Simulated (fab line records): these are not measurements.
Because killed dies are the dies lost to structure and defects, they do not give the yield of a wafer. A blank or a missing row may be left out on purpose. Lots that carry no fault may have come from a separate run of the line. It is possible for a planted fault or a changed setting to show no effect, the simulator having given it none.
fab line records :: flow n5_finfet
record
  lots=12
  wafers=35
  last_day=17
route steps=1938 shown BEOL_M4@1091 BEOL_M5@1115 PASSIVATION@1936
lots that met no fault: from a run of the same line without faults
start_h: hours from the record's opening day to when the first of the lot's shown wafers began :: wait_h: hours from the lot's prior step to this one :: " same as the row above :: L1.1+2: a single row standing in for several wafers :: - either no value or no given start :: * or withheld: withheld :: < > ~ a bound
route shown NAME@n: names a module that has steps shown in the file, with the first one's number in the route :: usual: mean/standard deviation taken from wafers without a fault :: same: alike in all rows :: chamber/n: place in a boat :: sites: the reading at each site :: _std_site: the standard deviation of these :: _edge_site: the outer-site mean with the inner-site mean subtracted :: radius_mm: how far each site lies from the wafer's centre :: mask NAME#n: copy n :: behind: the last tool/chamber to shape the wafer :: hold: what put the lot on hold/how long, in hours/how the hold closed :: device: whichever transistor did not switch (one of n, p or np) :: end of line: the tests these same wafers got at the end of their route :: where a step has no rows: the recipe by itself :: killed: dies lost to structure and defects at the first sort, not the wafer's yield :: map: dies across one wafer; x = killed, . = not, _ = none there
set.NAME: setting as actually run; set.NAME@STEP: the setting as run at that earlier step :: model.NAME: the simulator's own value behind a step, which no gauge read
one table for each step of the route and one row for each wafer, over a sample of lots
services: the hour from which a tool's chamber was out of use, counted from the record's first day as start_h (under 0 if before that day), plus the number of hours and why
## steps
# step N5_BEOL_M4_ANNEAL_87
# recipe
  temp_c=400
  time_s=240
  ambient=vacuum
# usual
  heater_power_w=812/73
lot.wafer: L941.3
tool: pvd_sputter-02
chamber: -
start_h: 156.43
wait_h: 0.0
heater_power_w: 873

lot.wafer: L941.4
tool: pvd_sputter-02
chamber: -
start_h: 156.43
wait_h: 0.0
heater_power_w: 762

lot.wafer: L941.5
tool: pvd_sputter-02
chamber: -
start_h: 156.43
wait_h: 0.0
heater_power_w: 824

lot.wafer: L942.2
tool: pvd_sputter-01
chamber: -
start_h: 163.59
wait_h: 0.0
heater_power_w: 881

lot.wafer: L942.4
tool: pvd_sputter-01
chamber: -
start_h: 163.59
wait_h: 0.0
heater_power_w: 755

lot.wafer: L942.6
tool: pvd_sputter-01
chamber: -
start_h: 163.59
wait_h: 0.0
heater_power_w: 944

lot.wafer: L944.1
tool: pvd_sputter-01
chamber: -
start_h: 172.83
wait_h: 0.0
heater_power_w: 940

lot.wafer: L944.2
tool: pvd_sputter-01
chamber: -
start_h: 172.83
wait_h: 0.0
heater_power_w: 747

lot.wafer: L944.5
tool: pvd_sputter-01
chamber: -
start_h: 172.83
wait_h: 0.0
heater_power_w: 959

lot.wafer: L943.2
tool: pvd_sputter-02
chamber: -
start_h: 175.53
wait_h: 0.0
heater_power_w: 764

lot.wafer: L943.5
tool: pvd_sputter-02
chamber: -
start_h: 175.53
wait_h: 0.0
heater_power_w: 774

lot.wafer: L943.6
tool: pvd_sputter-02
chamber: -
start_h: 175.53
wait_h: 0.0
heater_power_w: 723

lot.wafer: L946.4
tool: pvd_sputter-03
chamber: -
start_h: 194.48
wait_h: 0.0
heater_power_w: 828

lot.wafer: L946.5
tool: pvd_sputter-03
chamber: -
start_h: 194.48
wait_h: 0.0
heater_power_w: 830

lot.wafer: L948.2
tool: pvd_sputter-03
chamber: -
start_h: 205.53
wait_h: 0.0
heater_power_w: 783

lot.wafer: L948.4
tool: pvd_sputter-03
chamber: -
start_h: 205.53
wait_h: 0.0
heater_power_w: 714

lot.wafer: L948.6
tool: pvd_sputter-03
chamber: -
start_h: 205.53
wait_h: 0.0
heater_power_w: 820

lot.wafer: L950.3
tool: pvd_sputter-02
chamber: -
start_h: 215.24
wait_h: 0.0
heater_power_w: 764

lot.wafer: L950.5
tool: pvd_sputter-02
chamber: -
start_h: 215.24
wait_h: 0.0
heater_power_w: 842

lot.wafer: L950.6
tool: pvd_sputter-02
chamber: -
start_h: 215.24
wait_h: 0.0
heater_power_w: 727

lot.wafer: L952.1
tool: pvd_sputter-01
chamber: -
start_h: 223.96
wait_h: 0.0
heater_power_w: 949

lot.wafer: L952.3
tool: pvd_sputter-01
chamber: -
start_h: 223.96
wait_h: 0.0
heater_power_w: 910

lot.wafer: L952.6
tool: pvd_sputter-01
chamber: -
start_h: 223.96
wait_h: 0.0
heater_power_w: 958

lot.wafer: L951.2
tool: pvd_sputter-01
chamber: -
start_h: 227.64
wait_h: 0.0
heater_power_w: 748

lot.wafer: L951.3
tool: pvd_sputter-01
chamber: -
start_h: 227.64
wait_h: 0.0
heater_power_w: 907

lot.wafer: L951.6
tool: pvd_sputter-01
chamber: -
start_h: 227.64
wait_h: 0.0
heater_power_w: 947

lot.wafer: L953.1
tool: pvd_sputter-01
chamber: -
start_h: 233.04
wait_h: 0.0
heater_power_w: 774

lot.wafer: L953.2
tool: pvd_sputter-01
chamber: -
start_h: 233.04
wait_h: 0.0
heater_power_w: 966

lot.wafer: L953.5
tool: pvd_sputter-01
chamber: -
start_h: 233.04
wait_h: 0.0
heater_power_w: 764

lot.wafer: L963.3
tool: pvd_sputter-03
chamber: -
start_h: 300.71
wait_h: 0.0
heater_power_w: 780

lot.wafer: L963.5
tool: pvd_sputter-03
chamber: -
start_h: 300.71
wait_h: 0.0
heater_power_w: 782

lot.wafer: L963.6
tool: pvd_sputter-03
chamber: -
start_h: 300.71
wait_h: 0.0
heater_power_w: 801

lot.wafer: L964.1
tool: pvd_sputter-02
chamber: -
start_h: 302.41
wait_h: 0.0
heater_power_w: 682

lot.wafer: L964.2
tool: pvd_sputter-02
chamber: -
start_h: 302.41
wait_h: 0.0
heater_power_w: 857

lot.wafer: L964.6
tool: pvd_sputter-02
chamber: -
start_h: 302.41
wait_h: 0.0
heater_power_w: 773
# step N5_BEOL_M4_ANNEAL_89
# recipe
  temp_c=400
  time_s=240
  ambient=vacuum
# usual
  heater_power_w=813/72
lot.wafer: L941.3
tool: pvd_sputter-02
chamber: -
start_h: 156.65
wait_h: 0.0
heater_power_w: 870

lot.wafer: L941.4
tool: pvd_sputter-02
chamber: -
start_h: 156.65
wait_h: 0.0
heater_power_w: 787

lot.wafer: L941.5
tool: pvd_sputter-02
chamber: -
start_h: 156.65
wait_h: 0.0
heater_power_w: 852

lot.wafer: L942.2
tool: pvd_sputter-01
chamber: -
start_h: 163.83
wait_h: 0.0
heater_power_w: 905

lot.wafer: L942.4
tool: pvd_sputter-01
chamber: -
start_h: 163.83
wait_h: 0.0
heater_power_w: 748

lot.wafer: L942.6
tool: pvd_sputter-01
chamber: -
start_h: 163.83
wait_h: 0.0
heater_power_w: 949

lot.wafer: L944.1
tool: pvd_sputter-01
chamber: -
start_h: 173.05
wait_h: 0.0
heater_power_w: 950

lot.wafer: L944.2
tool: pvd_sputter-01
chamber: -
start_h: 173.05
wait_h: 0.0
heater_power_w: 776

lot.wafer: L944.5
tool: pvd_sputter-01
chamber: -
start_h: 173.05
wait_h: 0.0
heater_power_w: 950

lot.wafer: L943.2
tool: pvd_sputter-02
chamber: -
start_h: 175.75
wait_h: 0.0
heater_power_w: 787

lot.wafer: L943.5
tool: pvd_sputter-02
chamber: -
start_h: 175.75
wait_h: 0.0
heater_power_w: 772

lot.wafer: L943.6
tool: pvd_sputter-02
chamber: -
start_h: 175.75
wait_h: 0.0
heater_power_w: 724

lot.wafer: L946.4
tool: pvd_sputter-03
chamber: -
start_h: 194.70
wait_h: 0.0
heater_power_w: 830

lot.wafer: L946.5
tool: pvd_sputter-03
chamber: -
start_h: 194.70
wait_h: 0.0
heater_power_w: 806

lot.wafer: L948.2
tool: pvd_sputter-03
chamber: -
start_h: 205.75
wait_h: 0.0
heater_power_w: 759

lot.wafer: L948.4
tool: pvd_sputter-03
chamber: -
start_h: 205.75
wait_h: 0.0
heater_power_w: 740

lot.wafer: L948.6
tool: pvd_sputter-03
chamber: -
start_h: 205.75
wait_h: 0.0
heater_power_w: 805

lot.wafer: L950.3
tool: pvd_sputter-02
chamber: -
start_h: 215.46
wait_h: 0.0
heater_power_w: 791

lot.wafer: L950.5
tool: pvd_sputter-02
chamber: -
start_h: 215.46
wait_h: 0.0
heater_power_w: 849

lot.wafer: L950.6
tool: pvd_sputter-02
chamber: -
start_h: 215.46
wait_h: 0.0
heater_power_w: 708

lot.wafer: L952.1
tool: pvd_sputter-01
chamber: -
start_h: 224.18
wait_h: 0.0
heater_power_w: 942

lot.wafer: L952.3
tool: pvd_sputter-01
chamber: -
start_h: 224.18
wait_h: 0.0
heater_power_w: 904

lot.wafer: L952.6
tool: pvd_sputter-01
chamber: -
start_h: 224.18
wait_h: 0.0
heater_power_w: 943

lot.wafer: L951.2
tool: pvd_sputter-01
chamber: -
start_h: 227.86
wait_h: 0.0
heater_power_w: 752

lot.wafer: L951.3
tool: pvd_sputter-01
chamber: -
start_h: 227.86
wait_h: 0.0
heater_power_w: 906

lot.wafer: L951.6
tool: pvd_sputter-01
chamber: -
start_h: 227.86
wait_h: 0.0
heater_power_w: 944

lot.wafer: L953.1
tool: pvd_sputter-01
chamber: -
start_h: 233.26
wait_h: 0.0
heater_power_w: 757

lot.wafer: L953.2
tool: pvd_sputter-01
chamber: -
start_h: 233.26
wait_h: 0.0
heater_power_w: 940

lot.wafer: L953.5
tool: pvd_sputter-01
chamber: -
start_h: 233.26
wait_h: 0.0
heater_power_w: 765

lot.wafer: L963.3
tool: pvd_sputter-03
chamber: -
start_h: 300.93
wait_h: 0.0
heater_power_w: 799

lot.wafer: L963.5
tool: pvd_sputter-03
chamber: -
start_h: 300.93
wait_h: 0.0
heater_power_w: 781

lot.wafer: L963.6
tool: pvd_sputter-03
chamber: -
start_h: 300.93
wait_h: 0.0
heater_power_w: 818

lot.wafer: L964.1
tool: pvd_sputter-02
chamber: -
start_h: 302.63
wait_h: 0.0
heater_power_w: 709

lot.wafer: L964.2
tool: pvd_sputter-02
chamber: -
start_h: 302.63
wait_h: 0.0
heater_power_w: 858

lot.wafer: L964.6
tool: pvd_sputter-02
chamber: -
start_h: 302.63
wait_h: 0.0
heater_power_w: 800
# step N5_BEOL_M4_INSPECT_59
# recipe
  inspect_instrument=darkfield
  mode=post_dep
# usual
  raw_defect_count=66/23
lot.wafer: L941.3
tool: defect_inspect-02
chamber: -
start_h: 158.55
wait_h: 0.0
raw_defect_count: 69

lot.wafer: L941.4
tool: defect_inspect-02
chamber: -
start_h: 158.55
wait_h: 0.0
raw_defect_count: 61

lot.wafer: L941.5
tool: defect_inspect-02
chamber: -
start_h: 158.55
wait_h: 0.0
raw_defect_count: 45

lot.wafer: L942.2
tool: defect_inspect-02
chamber: -
start_h: 165.82
wait_h: 0.0
raw_defect_count: 49

lot.wafer: L942.4
tool: defect_inspect-02
chamber: -
start_h: 165.82
wait_h: 0.0
raw_defect_count: 60

lot.wafer: L942.6
tool: defect_inspect-02
chamber: -
start_h: 165.82
wait_h: 0.0
raw_defect_count: 40

lot.wafer: L944.1
tool: defect_inspect-01
chamber: -
start_h: 175.02
wait_h: 0.0
raw_defect_count: 84

lot.wafer: L944.2
tool: defect_inspect-01
chamber: -
start_h: 175.02
wait_h: 0.0
raw_defect_count: 93

lot.wafer: L944.5
tool: defect_inspect-01
chamber: -
start_h: 175.02
wait_h: 0.0
raw_defect_count: 95

lot.wafer: L943.2
tool: defect_inspect-01
chamber: -
start_h: 177.62
wait_h: 0.0
raw_defect_count: 78

lot.wafer: L943.5
tool: defect_inspect-01
chamber: -
start_h: 177.62
wait_h: 0.0
raw_defect_count: 61

lot.wafer: L943.6
tool: defect_inspect-01
chamber: -
start_h: 177.62
wait_h: 0.0
raw_defect_count: 50

lot.wafer: L946.4
tool: defect_inspect-02
chamber: -
start_h: 196.58
wait_h: 0.0
raw_defect_count: 64

lot.wafer: L946.5
tool: defect_inspect-02
chamber: -
start_h: 196.58
wait_h: 0.0
raw_defect_count: 54

lot.wafer: L948.2
tool: defect_inspect-01
chamber: -
start_h: 207.63
wait_h: 0.0
raw_defect_count: 123

lot.wafer: L948.4
tool: defect_inspect-01
chamber: -
start_h: 207.63
wait_h: 0.0
raw_defect_count: 64

lot.wafer: L948.6
tool: defect_inspect-01
chamber: -
start_h: 207.63
wait_h: 0.0
raw_defect_count: 61

lot.wafer: L950.3
tool: defect_inspect-01
chamber: -
start_h: 217.45
wait_h: 0.0
raw_defect_count: 100

lot.wafer: L950.5
tool: defect_inspect-01
chamber: -
start_h: 217.45
wait_h: 0.0
raw_defect_count: 50

lot.wafer: L950.6
tool: defect_inspect-01
chamber: -
start_h: 217.45
wait_h: 0.0
raw_defect_count: 64

lot.wafer: L952.1
tool: defect_inspect-01
chamber: -
start_h: 226.14
wait_h: 0.0
raw_defect_count: 40

lot.wafer: L952.3
tool: defect_inspect-01
chamber: -
start_h: 226.14
wait_h: 0.0
raw_defect_count: 57

lot.wafer: L952.6
tool: defect_inspect-01
chamber: -
start_h: 226.14
wait_h: 0.0
raw_defect_count: 34

lot.wafer: L951.2
tool: defect_inspect-01
chamber: -
start_h: 229.74
wait_h: 0.0
raw_defect_count: 67

lot.wafer: L951.3
tool: defect_inspect-01
chamber: -
start_h: 229.74
wait_h: 0.0
raw_defect_count: 59

lot.wafer: L951.6
tool: defect_inspect-01
chamber: -
start_h: 229.74
wait_h: 0.0
raw_defect_count: 86

lot.wafer: L953.1
tool: defect_inspect-01
chamber: -
start_h: 235.39
wait_h: 0.0
raw_defect_count: 109

lot.wafer: L953.2
tool: defect_inspect-01
chamber: -
start_h: 235.39
wait_h: 0.0
raw_defect_count: 87

lot.wafer: L953.5
tool: defect_inspect-01
chamber: -
start_h: 235.39
wait_h: 0.0
raw_defect_count: 110

lot.wafer: L963.3
tool: defect_inspect-02
chamber: -
start_h: 302.82
wait_h: 0.0
raw_defect_count: 29

lot.wafer: L963.5
tool: defect_inspect-02
chamber: -
start_h: 302.82
wait_h: 0.0
raw_defect_count: 59

lot.wafer: L963.6
tool: defect_inspect-02
chamber: -
start_h: 302.82
wait_h: 0.0
raw_defect_count: 57

lot.wafer: L964.1
tool: defect_inspect-02
chamber: -
start_h: 304.51
wait_h: 0.0
raw_defect_count: 57

lot.wafer: L964.2
tool: defect_inspect-02
chamber: -
start_h: 304.51
wait_h: 0.0
raw_defect_count: 117

lot.wafer: L964.6
tool: defect_inspect-02
chamber: -
start_h: 304.51
wait_h: 0.0
raw_defect_count: 60
# step N5_BEOL_M5_PECVD_70
# recipe
  material=SiO2
  target_thk_a=160
  temp_c=400
  precursor=TEOS/O2
  pressure_torr=5.5
  rf_w=450
  teos_flow_sccm=53.8
  gas=O2
  flow_sccm=3000
  time_s=18
# usual
  heater_power_w=746/83
  showerhead_plenum_p_Torr=8.775/0.026
  susceptor_temp_C=400.00/0.2
  throttle_valve_pct=23.3/1.5
lot.wafer: L941.3
tool: pecvd-02
chamber: 0
start_h: 161.44
wait_h: 0.0
heater_power_w: 763
showerhead_plenum_p_Torr: 8.782
susceptor_temp_C: 399.93
throttle_valve_pct: 25.6

lot.wafer: L941.4
tool: pecvd-02
chamber: 1
start_h: 161.44
wait_h: 0.0
heater_power_w: 862
showerhead_plenum_p_Torr: 8.755
susceptor_temp_C: 399.62
throttle_valve_pct: 22.8

lot.wafer: L941.5
tool: pecvd-02
chamber: 2
start_h: 161.44
wait_h: 0.0
heater_power_w: 839
showerhead_plenum_p_Torr: 8.802
susceptor_temp_C: 400.20
throttle_valve_pct: 22.9

lot.wafer: L942.2
tool: pecvd-02
chamber: 2
start_h: 167.68
wait_h: 0.0
heater_power_w: 745
showerhead_plenum_p_Torr: 8.757
susceptor_temp_C: 399.95
throttle_valve_pct: 23.0

lot.wafer: L942.4
tool: pecvd-02
chamber: 1
start_h: 167.68
wait_h: 0.0
heater_power_w: 840
showerhead_plenum_p_Torr: 8.751
susceptor_temp_C: 400.13
throttle_valve_pct: 22.9

lot.wafer: L942.6
tool: pecvd-02
chamber: 2
start_h: 167.68
wait_h: 0.0
heater_power_w: 774
showerhead_plenum_p_Torr: 8.817
susceptor_temp_C: 400.33
throttle_valve_pct: 23.0

lot.wafer: L944.1
tool: pecvd-02
chamber: 2
start_h: 176.62
wait_h: 0.0
heater_power_w: 819
showerhead_plenum_p_Torr: 8.792
susceptor_temp_C: 399.96
throttle_valve_pct: 22.8

lot.wafer: L944.2
tool: pecvd-02
chamber: 1
start_h: 176.62
wait_h: 0.0
heater_power_w: 775
showerhead_plenum_p_Torr: 8.743
susceptor_temp_C: 399.61
throttle_valve_pct: 22.8

lot.wafer: L944.5
tool: pecvd-02
chamber: 2
start_h: 176.62
wait_h: 0.0
heater_power_w: 808
showerhead_plenum_p_Torr: 8.794
susceptor_temp_C: 399.91
throttle_valve_pct: 22.8

lot.wafer: L943.2
tool: pecvd-02
chamber: 2
start_h: 179.22
wait_h: 0.0
heater_power_w: 838
showerhead_plenum_p_Torr: 8.758
susceptor_temp_C: 399.95
throttle_valve_pct: 22.9

lot.wafer: L943.5
tool: pecvd-02
chamber: 1
start_h: 179.22
wait_h: 0.0
heater_power_w: 779
showerhead_plenum_p_Torr: 8.751
susceptor_temp_C: 399.80
throttle_valve_pct: 22.6

lot.wafer: L943.6
tool: pecvd-02
chamber: 0
start_h: 179.22
wait_h: 0.0
heater_power_w: 675
showerhead_plenum_p_Torr: 8.786
susceptor_temp_C: 399.93
throttle_valve_pct: 25.5

lot.wafer: L946.4
tool: pecvd-02
chamber: 2
start_h: 198.19
wait_h: 0.1
heater_power_w: 752
showerhead_plenum_p_Torr: 8.777
susceptor_temp_C: 400.06
throttle_valve_pct: 22.9

lot.wafer: L946.5
tool: pecvd-02
chamber: 0
start_h: 198.19
wait_h: 0.1
heater_power_w: 767
showerhead_plenum_p_Torr: 8.801
susceptor_temp_C: 400.10
throttle_valve_pct: 25.6

lot.wafer: L948.2
tool: pecvd-02
chamber: 0
start_h: 209.46
wait_h: 0.0
heater_power_w: 756
showerhead_plenum_p_Torr: 8.801
susceptor_temp_C: 399.78
throttle_valve_pct: 25.5

lot.wafer: L948.4
tool: pecvd-02
chamber: 0
start_h: 209.46
wait_h: 0.0
heater_power_w: 788
showerhead_plenum_p_Torr: 8.772
susceptor_temp_C: 400.10
throttle_valve_pct: 25.7

lot.wafer: L948.6
tool: pecvd-02
chamber: 2
start_h: 209.46
wait_h: 0.0
heater_power_w: 839
showerhead_plenum_p_Torr: 8.795
susceptor_temp_C: 399.94
throttle_valve_pct: 22.9

lot.wafer: L950.3
tool: pecvd-02
chamber: 2
start_h: 219.64
wait_h: 0.1
heater_power_w: 734
showerhead_plenum_p_Torr: 8.807
susceptor_temp_C: 394.93
throttle_valve_pct: 23.1

lot.wafer: L950.5
tool: pecvd-02
chamber: 0
start_h: 219.64
wait_h: 0.1
heater_power_w: 709
showerhead_plenum_p_Torr: 8.778
susceptor_temp_C: 394.61
throttle_valve_pct: 25.6

lot.wafer: L950.6
tool: pecvd-02
chamber: 2
start_h: 219.64
wait_h: 0.1
heater_power_w: 747
showerhead_plenum_p_Torr: 8.794
susceptor_temp_C: 394.86
throttle_valve_pct: 23.1

lot.wafer: L952.1
tool: pecvd-02
chamber: 2
start_h: 227.77
wait_h: 0.0
heater_power_w: 843
showerhead_plenum_p_Torr: 8.766
susceptor_temp_C: 394.82
throttle_valve_pct: 22.9

lot.wafer: L952.3
tool: pecvd-02
chamber: 1
start_h: 227.77
wait_h: 0.0
heater_power_w: 841
showerhead_plenum_p_Torr: 8.781
susceptor_temp_C: 394.82
throttle_valve_pct: 22.7

lot.wafer: L952.6
tool: pecvd-02
chamber: 2
start_h: 227.77
wait_h: 0.0
heater_power_w: 839
showerhead_plenum_p_Torr: 8.794
susceptor_temp_C: 394.87
throttle_valve_pct: 22.8

lot.wafer: L951.2
tool: pecvd-03
chamber: 1
start_h: 231.36
wait_h: 0.0
heater_power_w: 555
showerhead_plenum_p_Torr: 8.721
susceptor_temp_C: 399.80
throttle_valve_pct: 25.1

lot.wafer: L951.3
tool: pecvd-03
chamber: 1
start_h: 231.36
wait_h: 0.0
heater_power_w: 553
showerhead_plenum_p_Torr: 8.744
susceptor_temp_C: 400.03
throttle_valve_pct: 25.0

lot.wafer: L951.6
tool: pecvd-03
chamber: 2
start_h: 231.36
wait_h: 0.0
heater_power_w: 638
showerhead_plenum_p_Torr: 8.809
susceptor_temp_C: 400.22
throttle_valve_pct: 21.3

lot.wafer: L953.1
tool: pecvd-02
chamber: 1
start_h: 236.99
wait_h: 0.0
heater_power_w: 822
showerhead_plenum_p_Torr: 8.747
susceptor_temp_C: 394.90
throttle_valve_pct: 22.7

lot.wafer: L953.2
tool: pecvd-02
chamber: 2
start_h: 236.99
wait_h: 0.0
heater_power_w: 802
showerhead_plenum_p_Torr: 8.764
susceptor_temp_C: 394.55
throttle_valve_pct: 23.0

lot.wafer: L953.5
tool: pecvd-02
chamber: 1
start_h: 236.99
wait_h: 0.0
heater_power_w: 837
showerhead_plenum_p_Torr: 8.742
susceptor_temp_C: 394.91
throttle_valve_pct: 22.8

lot.wafer: L963.3
tool: pecvd-02
chamber: 2
start_h: 304.42
wait_h: 0.0
heater_power_w: 857
showerhead_plenum_p_Torr: 8.796
susceptor_temp_C: 400.50
throttle_valve_pct: 23.4

lot.wafer: L963.5
tool: pecvd-02
chamber: 2
start_h: 304.42
wait_h: 0.0
heater_power_w: 852
showerhead_plenum_p_Torr: 8.777
susceptor_temp_C: 400.51
throttle_valve_pct: 23.4

lot.wafer: L963.6
tool: pecvd-02
chamber: 0
start_h: 304.42
wait_h: 0.0
heater_power_w: 741
showerhead_plenum_p_Torr: 8.809
susceptor_temp_C: 399.99
throttle_valve_pct: 25.7

lot.wafer: L964.1
tool: pecvd-03
chamber: 0
start_h: 306.14
wait_h: 0.0
heater_power_w: 656
showerhead_plenum_p_Torr: 8.782
susceptor_temp_C: 399.64
throttle_valve_pct: 22.8

lot.wafer: L964.2
tool: pecvd-03
chamber: 2
start_h: 306.14
wait_h: 0.0
heater_power_w: 606
showerhead_plenum_p_Torr: 8.840
susceptor_temp_C: 400.04
throttle_valve_pct: 21.6

lot.wafer: L964.6
tool: pecvd-03
chamber: 0
start_h: 306.14
wait_h: 0.0
heater_power_w: 640
showerhead_plenum_p_Torr: 8.770
susceptor_temp_C: 399.74
throttle_valve_pct: 22.7
# step N5_PASSIVATION_PROBE_49
# usual
  defect_limited_yield=91.1/1.5
  killed_at_M0_to_M3=35/11
  killed_at_M4_up=13/5.7
  killed_at_contacts=12/5.7
  killed_at_front_end=40/11
  killed_at_other=4/4.4
  killed_dies=105/18
  killed_open=68/14
  killed_short=34/7.4
  sort_bin_5_function=5.2/1
  sort_bin_6_memory=3.3/0.67
  sort_bin_8_speed=0.04/0.29
  sort_n_pass=1074/18
  sort_yield_pct=91.0/1.5
# same
  gross_dies=1180
  killed_at_back_side=0
  sort_bin_4_leakage[%]=0
lot.wafer: L950.3
tool: prober-02
chamber: -
start_h: 319.67
wait_h: 0.1
defect_limited_yield[%]: 93.4
killed_at_M0_to_M3: 27
killed_at_M4_up: 10
killed_at_contacts: 7
killed_at_front_end: 34
killed_at_other: 0
killed_dies: 78
killed_open: 49
killed_short: 28
sort_bin_5_function[%]: 3.9
sort_bin_6_memory[%]: 2.4
sort_bin_8_speed[%]: 0
sort_n_pass: 1102
sort_yield_pct[%]: 93.4

lot.wafer: L950.5
tool: prober-02
chamber: -
start_h: 319.77
wait_h: 0.2
defect_limited_yield[%]: 89.8
killed_at_M0_to_M3: 42
killed_at_M4_up: 13
killed_at_contacts: 7
killed_at_front_end: 45
killed_at_other: 13
killed_dies: 120
killed_open: 82
killed_short: 25
sort_bin_5_function[%]: 6.4
sort_bin_6_memory[%]: 3.3
sort_bin_8_speed[%]: 0
sort_n_pass: 1060
sort_yield_pct[%]: 89.8

lot.wafer: L950.6
tool: prober-02
chamber: -
start_h: 319.82
wait_h: 0.3
defect_limited_yield[%]: 92.5
killed_at_M0_to_M3: 28
killed_at_M4_up: 17
killed_at_contacts: 13
killed_at_front_end: 29
killed_at_other: 2
killed_dies: 89
killed_open: 58
killed_short: 30
sort_bin_5_function[%]: 4.6
sort_bin_6_memory[%]: 2.8
sort_bin_8_speed[%]: 0
sort_n_pass: 1091
sort_yield_pct[%]: 92.5

lot.wafer: L952.1
tool: prober-02
chamber: -
start_h: 332.75
wait_h: 0.0
defect_limited_yield[%]: 94.9
killed_at_M0_to_M3: 16
killed_at_M4_up: 9
killed_at_contacts: 3
killed_at_front_end: 27
killed_at_other: 5
killed_dies: 60
killed_open: 38
killed_short: 22
sort_bin_5_function[%]: 2.7
sort_bin_6_memory[%]: 2.2
sort_bin_8_speed[%]: 0.08
sort_n_pass: 1119
sort_yield_pct[%]: 94.8

lot.wafer: L952.3
tool: prober-02
chamber: -
start_h: 332.85
wait_h: 0.1
defect_limited_yield[%]: 93.9
killed_at_M0_to_M3: 15
killed_at_M4_up: 13
killed_at_contacts: 9
killed_at_front_end: 32
killed_at_other: 3
killed_dies: 72
killed_open: 48
killed_short: 23
sort_bin_5_function[%]: 3.9
sort_bin_6_memory[%]: 2.2
sort_bin_8_speed[%]: 0
sort_n_pass: 1108
sort_yield_pct[%]: 93.9

lot.wafer: L952.6
tool: prober-02
chamber: -
start_h: 333.00
wait_h: 0.3
defect_limited_yield[%]: 94.2
killed_at_M0_to_M3: 11
killed_at_M4_up: 15
killed_at_contacts: 12
killed_at_front_end: 30
killed_at_other: 1
killed_dies: 69
killed_open: 46
killed_short: 22
sort_bin_5_function[%]: 3.1
sort_bin_6_memory[%]: 2.6
sort_bin_8_speed[%]: 0
sort_n_pass: 1111
sort_yield_pct[%]: 94.2
# killed by level:class
L950.3 FIN_SAQP:geometric_particle:open=9 BEOL_M0_SAQP:geometric_particle:open=8 BEOL_M0_SAQP:geometric_particle:short=8 GATE_CUT:geometric_particle:short=7 STI_FIN_REVEAL:geometric_particle:open=6 MOL_CONTACT_COAG:geometric_particle:open=6 ILD0:geometric_particle:open=4 BEOL_M2:geometric_particle:open=4
L950.5 STI_FIN_REVEAL:geometric_particle:open=17 BEOL_M2:geometric_particle:open=17 PASSIVATION:area_etch=12 BEOL_M0_SAQP:geometric_particle:open=9 FIN_SAQP:geometric_particle:open=8 MOL_CONTACT_COAG:geometric_particle:open=7 BEOL_M0_SAQP:geometric_particle:short=7 STARTING-WAFER:geometric_particle:short=5
L950.6 MOL_CONTACT_COAG:geometric_particle:open=11 FIN_SAQP:geometric_particle:open=9 BEOL_M0_SAQP:geometric_particle:open=8 BEOL_M0_SAQP:geometric_particle:short=8 FIN_SAQP:geometric_particle:short=5 BEOL_M2:geometric_particle:open=5 STI_FIN_REVEAL:geometric_particle:open=4 BEOL_M4:geometric_particle:open=4
L952.1 BEOL_M1:geometric_particle:open=8 FIN_SAQP:geometric_particle:short=7 FIN_SAQP:geometric_particle:open=5 BEOL_M4:geometric_particle:open=4 BEOL_M0_SAQP:geometric_particle:short=3 BEOL_M0_SAQP:geometric_particle:open=3 STARTING-WAFER:geometric_particle:open=3 STI_FIN_REVEAL:geometric_particle:open=2
L952.3 STI_FIN_REVEAL:geometric_particle:open=10 MOL_CONTACT_COAG:geometric_particle:open=7 BEOL_M4:geometric_particle:open=7 STI_FIN_REVEAL:geometric_particle:short=5 GATE_CUT:geometric_particle:short=5 BEOL_M0_SAQP:geometric_particle:short=5 BEOL_M0_SAQP:geometric_particle:open=4 DUMMY_GATE:geometric_particle:open=3
L952.6 MOL_CONTACT_COAG:geometric_particle:open=10 BEOL_M4:geometric_particle:open=9 STI_FIN_REVEAL:geometric_particle:open=8 FIN_SAQP:geometric_particle:short=7 BEOL_M0_SAQP:geometric_particle:open=4 FIN_SAQP:geometric_particle:open=3 STI_FIN_REVEAL:geometric_particle:short=3 BEOL_M2:geometric_particle:open=3
## services
tool: pvd_sputter-01
chamber: -
start_h: 144.28
hours: 0.7
kind: repair

tool: pvd_sputter-02
chamber: -
start_h: 177.09
hours: 4.0
kind: repair

tool: pecvd-03
chamber: -
start_h: 192.42
hours: 28.1
kind: pm

tool: pecvd-02
chamber: -
start_h: 217.23
hours: 0.5
kind: repair

tool: pecvd-03
chamber: 0
start_h: 225.35
hours: 14.4
kind: repair

tool: pecvd-03
chamber: 1
start_h: 237.13
hours: 6.8
kind: repair

tool: pecvd-03
chamber: 0
start_h: 268.45
hours: 2.1
kind: scheduled_down

tool: pecvd-02
chamber: 0
start_h: 284.96
hours: 2.1
kind: scheduled_down
## key
first_sign
  step=N5_BEOL_M5_PECVD_70
  reading=susceptor_temp_C
  direction=down
  sigmas=26
  usual=*
  struck=*
effect none on later readings
met_at N5_BEOL_M5_PECVD_70
struck_lots L950,L952,L953
baseline_loss
  step=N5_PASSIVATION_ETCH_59
  wafers=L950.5
not_acting_at N5_BEOL_M4_ANNEAL_87,N5_BEOL_M4_ANNEAL_89,N5_BEOL_M4_INSPECT_59
onset_between 209.46 219.64
fault
  kind=process_parameter_drift
  tool=pecvd-02
  chamber=-
  onset_h=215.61
  steps=N5_BEOL_M5_PECVD_70
  channel=temp_c
  offset=*
  shape=step
  end_h=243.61
  acts_in=*
  stated=*
# baseline_loss: these wafers lose ten dies or more at that step, a loss of the line's own and not of a fault; the sort's usual values leave them out
